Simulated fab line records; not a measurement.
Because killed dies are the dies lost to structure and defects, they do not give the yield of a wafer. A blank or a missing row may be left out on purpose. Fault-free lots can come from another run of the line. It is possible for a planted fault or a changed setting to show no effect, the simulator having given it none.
Matching of chambers | flow n5-finfet | N5_SDB_ETCH_17 on rie-diel-06: 4 sister chambers
The step etches SiARC in CF4, target depth 23.4 nm, time 39 s. 4 wafers are shown with their chamber, then 9 later ones without.

WAFERS, EACH WITH ITS CHAMBER
wafer  | chamber | showerhead-plenum-p-Torr (Torr)
L077.4 | 1       | 2.27
L083.4 | 2       | 2.06
L088.5 | 0       | 2.14
L088.6 | 3       | 2.03

WAFERS MISSING THEIR CHAMBER
wafer  | showerhead-plenum-p-Torr (Torr)
L089.1 | 2.06
L089.4 | 2.26
L089.6 | 2.14
L090.2 | 2.06
L090.3 | 2.03
L090.6 | 2.06
L093.1 | 2.03
L093.5 | 2.03
L093.6 | 2.06

CHAMBER TAKEN BY EACH
wafer  | from the rows above | in truth
L089.1 | 2                   | 2
L089.4 | 1                   | 1
L089.6 | 0                   | 0
L090.2 | 2                   | 2
L090.3 | 3                   | 3
L090.6 | 2                   | 2
L093.1 | 3                   | 3
L093.5 | 3                   | 3
L093.6 | 2                   | 2
9 of 9 placed correctly. Left unplaced by these rows: 0. Number placed wrongly: 0.
How it was worked out, from the rows above alone: a wafer's distance from a chamber is the root of the sum, over the readings, of the square of ((its reading less the chamber's mean) divided by the reading's scatter). If the next closest chamber is less than 2 further off than the closest, the wafer can't be placed; otherwise it belongs to the closest. Each chamber's mean is taken over the wafers shown for it. The scatter: root of mean squared gap, hidden wafer to nearest shown wafer, with one shown wafer a chamber.
